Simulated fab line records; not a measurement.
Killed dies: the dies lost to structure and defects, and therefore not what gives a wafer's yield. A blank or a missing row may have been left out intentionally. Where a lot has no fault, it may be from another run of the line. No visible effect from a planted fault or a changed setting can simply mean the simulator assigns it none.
A lot that was struck, set against a sound lot + flow n5_finfet + 32 steps out of a route of 1938
Sound: wafers L323.1, L323.2, L323.4. Struck: wafer L335.6 (left out: L335.2, L335.4 of the same lot, which were not struck); the cause appears at the end.
Per side, at each step with rows, come the tool, then ch with its chambers, and then its first start. Under that, the readings that differ: sound wafers + struck wafers + difference of the means + sigmas: that difference in standard deviations of wafers without a fault.
alike: words and numbers the same on both sides, and readings whose means are apart by under 2 such deviations; not compared: readings that were withheld, readings missing a value for some wafer, numbers with overlapping values and no deviation given by the record, and bounds like >300 which may hide the same value.
Wherever a step has rows on one side only, a row that says differs or no value, or a row with sigmas, the two part there. Non-overlapping numbers with no deviation appear without sigmas and do not part them. A reading that every wafer of one side lacks parts them only if that side has two wafers or more.

first, 6 steps without rows for these wafers: N5_MIM_TOP_LITHO_EBR_04; N5_MIM_TOP_LITHO_SOFTBAKE_03 (time 90 s); N5_MIM_TOP_LITHO_EXPOSE_05 (exposes mask MIM TOP, target cd 2000 nm); N5_MIM_TOP_LITHO_PEB_06; N5_MIM_TOP_LITHO_DEVELOP_07 (develop time 60 s); N5_MIM_TOP_LITHO_HARDBAKE_09 (time 120 s).
N5_MIM_TOP_LITHO_CD_MEAS_08: target cd 2000 nm.
  sound on cd_sem-02 ch 0, day 13 06:09; struck on cd_sem-03 ch 0, day 16 13:26
  alike: cd_nm
N5_MIM_TOP_LITHO_OVL_MEAS_11:
  sound on overlay-02 ch 0, day 13 06:11; struck on overlay-02 ch 0, day 16 13:28
  alike: MIM_TOP_OVL
N5_MIM_TOP_LITHO_INSPECT_12: inspects for defects (macro).
  sound on defect_inspect-02, day 13 06:12; struck on defect_inspect-01, day 16 13:29
  alike: raw_defect_count
then, 1 step without rows for these wafers: N5_MIM_TOP_LITHO_DESCUM_10 (chemistry O2, time 7.9 s).
N5_MIM_TOP_ETCH_ETCH_00: etches TiN in Cl2/BCl3, target depth 38.5 nm.
  sound on rie_metal-01 ch 0,1, day 13 06:20; struck on rie_metal-01 ch 0, day 16 13:54
  alike: drypump_motor_current_A, oes_product_au, throttle_valve_pct
  not compared: rf_hours_counter_h
N5_MIM_TOP_ETCH_STRIP_01: strips in O2.
  sound on rie_diel-04 ch 1,2,3, day 13 06:36; struck on rie_diel-04 ch 3, day 16 14:04
  alike: drypump_motor_current_A, oes_product_au, rf_vpp_V, showerhead_plenum_p_Torr, throttle_valve_pct
  not compared: rf_hours_counter_h
N5_MIM_TOP_ETCH_PECVD_03: deposits SiNx from SiH4/NH3/N2, target thk 20 nm, time 17.6 s.
  sound on pecvd-03 ch 0,1,2, day 13 06:40; struck on pecvd-02 ch 2, day 16 14:08
| reading                                         | sound        | struck | difference | sigmas |
|-------------------------------------------------|--------------|--------|------------|--------|
| model.SiNx_of_MIM_TOP_ETCH_PECVD_03.thk_nm (nm) | 19.8 19.8 20 | 17.6   | -2.3       |        |
  alike: chamber_pressure_Torr, heater_power_w, showerhead_plenum_p_Torr, throttle_valve_pct
then, 8 steps without rows for these wafers: N5_MIM_BOT_LITHO_HMDS_01 (time 60 s); N5_MIM_BOT_LITHO_COAT_02; N5_MIM_BOT_LITHO_EBR_04; N5_MIM_BOT_LITHO_SOFTBAKE_03 (time 90 s); N5_MIM_BOT_LITHO_EXPOSE_05 (exposes mask MIM BOT); N5_MIM_BOT_LITHO_PEB_06; N5_MIM_BOT_LITHO_DEVELOP_07 (develop time 60 s); N5_MIM_BOT_LITHO_HARDBAKE_09 (time 120 s).
N5_MIM_BOT_LITHO_CD_MEAS_08: target cd 3000 nm.
  sound on cd_sem-03 ch 0, day 13 07:09; struck on cd_sem-03 ch 0, day 16 14:37
  alike: cd_nm
N5_MIM_BOT_LITHO_OVL_MEAS_11:
  sound on overlay-01 ch 0, day 13 07:11; struck on overlay-01 ch 0, day 16 14:39
| reading          | sound  | struck | difference | sigmas |
|------------------|--------|--------|------------|--------|
| MIM_BOT_OVL (nm) | 1 0 -6 | 11     | +13        | +2     |
N5_MIM_BOT_LITHO_INSPECT_12: inspects for defects (macro).
  sound on defect_inspect-02, day 13 07:13; struck on defect_inspect-02, day 16 14:40
  alike: raw_defect_count
N5_MIM_BOT_LITHO_DESCUM_10: chemistry O2, time 7.9 s.
  sound on rie_diel-06 ch 0,1,3, day 13 07:14; struck on rie_diel-02 ch 2, day 16 14:42
  alike: drypump_motor_current_A, oes_product_au, rf_vpp_V, showerhead_plenum_p_Torr, throttle_valve_pct
  not compared: rf_hours_counter_h
N5_MIM_BOT_ETCH_ETCH_04: etches SiNx in CF4/O2, target depth 26 nm, time 13 s.
  sound on rie_diel-06 ch 0,1,3, day 13 07:19; struck on rie_diel-02 ch 2, day 16 14:46
  alike: drypump_motor_current_A, oes_product_au, rf_vpp_V, showerhead_plenum_p_Torr, throttle_valve_pct
  not compared: rf_hours_counter_h
then, 2 steps without rows for these wafers: N5_MIM_BOT_ETCH_ETCH_03 (etches the open film in Cl2/BCl3, target depth 12 nm); N5_MIM_BOT_ETCH_ETCH_00 (etches TiN in Cl2/BCl3, target depth 45.5 nm).
N5_MIM_BOT_ETCH_STRIP_01: strips in O2.
  sound on rie_diel-06 ch 0,1,3, day 13 07:51; struck on rie_diel-05 ch 2, day 16 15:05
| reading      | sound       | struck | difference | sigmas |
|--------------|-------------|--------|------------|--------|
| rf_vpp_V (V) | 5.3 3.3 4.7 | 6.9    | +2.5       | +2     |
  alike: drypump_motor_current_A, oes_product_au, showerhead_plenum_p_Torr, throttle_valve_pct
  not compared: rf_hours_counter_h
N5_MIM_BOT_ETCH_STRIP_02: strips in post etch residue remover, time 1200 s.
  sound on wet_bench-03 ch 0,5,7, day 13 07:55; struck on wet_bench-06 ch 7, day 16 15:10
| reading                                         | sound          | struck | difference | sigmas |
|-------------------------------------------------|----------------|--------|------------|--------|
| model.SiNx_of_MIM_TOP_ETCH_PECVD_03.thk_nm (nm) | 19.4 19.4 19.6 | 17.2   | -2.3       |        |
then, 1 step without rows for these wafers: N5_MIM_BOT_ETCH_CLEAN_05 (cleans in IPA, time 180 s).
N5_PASSIVATION_PROBE_49:
  the record has rows for the struck wafers here (prober-02, day 17 01:27) and none for the sound ones

== WHERE THEY PART ==
Last at N5_PASSIVATION_PROBE_49 as far as this record goes, first at N5_MIM_BOT_LITHO_OVL_MEAS_11.

WHY: what had been put in by the simulator
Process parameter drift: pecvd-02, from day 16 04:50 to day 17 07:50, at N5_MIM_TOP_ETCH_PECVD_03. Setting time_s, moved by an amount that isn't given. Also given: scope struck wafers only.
